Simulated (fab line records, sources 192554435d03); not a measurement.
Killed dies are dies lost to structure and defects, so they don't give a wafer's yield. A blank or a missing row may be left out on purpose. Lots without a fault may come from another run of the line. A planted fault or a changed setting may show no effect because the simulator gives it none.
One fault seen from 2 desks | flow n5_finfet | each desk has only its own numbers; what lay behind them comes last

THE TOOL OWNER'S DESK: rie_diel-05
The tool's own readings at N5_BEOL_M9_ETCH_61 (etches SiARC in CF4, target depth 39 nm, time 65 s): means of the sampled wafers that have a number, for each lot that ran on this tool. A lot is out of limits, marked OUT, if its mean lies more than 4 standard deviations from the usual mean; the brackets give that distance.
Columns: A = bias_w at N5_BEOL_M9_ETCH_61, usual 35.99 W; B = drypump_motor_current_A at N5_BEOL_M9_ETCH_61, usual 5.5 A; C = etch_rf_on_time_s at N5_BEOL_M9_ETCH_61, usual 65.4 s; D = oes_product_au at N5_BEOL_M9_ETCH_61, usual 0.68 a.u.; E = rf_vpp_V at N5_BEOL_M9_ETCH_61, usual 184.3 V; F = showerhead_plenum_p_Torr at N5_BEOL_M9_ETCH_61, usual 2.16 Torr; G = throttle_valve_pct at N5_BEOL_M9_ETCH_61, usual 15.60 %
lot  | first seen here | A     | B   | C               | D    | E     | F    | G
L791 | day 9 23:50     | 35.93 | 5.6 | 65.3            | 0.62 | 184.0 | 2.16 | 15.69
L793 | day 10 09:31    | 35.99 | 5.4 | 65.3            | 0.69 | 185.1 | 2.21 | 15.56
L796 | day 11 00:01    | 35.95 | 5.6 | 65.9            | 0.70 | 183.9 | 2.16 | 15.55
L805 | day 13 15:03    | 36.05 | 5.6 | 106.2 (+37) OUT | 0.59 | 183.4 | 2.15 | 15.58
L807 | day 13 21:11    | -     | 5.4 | 125.1 (+54) OUT | 0.56 | 184.7 | 2.20 | 15.56
This desk's finding: out of limits on L805, L807; first on L805, day 13 15:03 (etch_rf_on_time_s at N5_BEOL_M9_ETCH_61). In limits: L791, L793, L796.

THE METROLOGY DESK
What the gauges read, lot by lot, whatever tool the lot ran on: means of the sampled wafers that have a number. A lot is out of limits, marked OUT, if its mean lies more than 4 standard deviations from the usual mean; the brackets give that distance.
Columns: A = M8_THK at N5_BEOL_M8_THK_MEAS_53, usual 78.9 nm; B = M9_ILD_THK at N5_BEOL_M9_THK_MEAS_01, usual 270 nm
lot  | first seen here | A    | B
L790 | day 9 09:11     | 78.4 | 270
L791 | day 9 22:05     | 80.6 | 267
L793 | day 10 07:18    | 79.3 | 267
L796 | day 10 20:44    | 80.1 | 270
L798 | day 11 09:04    | 80.9 | 273
L805 | day 13 11:55    | 78.5 | 272
L807 | day 13 19:18    | 80.9 | 274
L809 | day 14 00:03    | 80.6 | 272
L808 | day 14 06:00    | 76.3 | 271
L811 | day 14 15:30    | 77.9 | 271
L813 | day 15 02:14    | 79.4 | 271
This desk's finding: nothing out of limits on any of the 11 lots.

PUT TOGETHER
The tool owner's desk could have raised an alarm at day 13 15:03, on L805, L807.
The metrology desk saw nothing out of limits.
The metrology desk has L805, L807 on record, within its limits.
Of the lots named, all ran N5_BEOL_M9_ETCH_61 on rie_diel-05.

WHAT THE SIMULATOR HAD PUT IN
Process parameter drift: rie_diel-05, from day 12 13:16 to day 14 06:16, at N5_BEOL_M9_ETCH_61. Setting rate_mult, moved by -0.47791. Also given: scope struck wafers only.
Lots struck among those shown: L805, L807.
Hours from the fault's start to each desk's first reading out of limits: the tool owner's desk, 26.
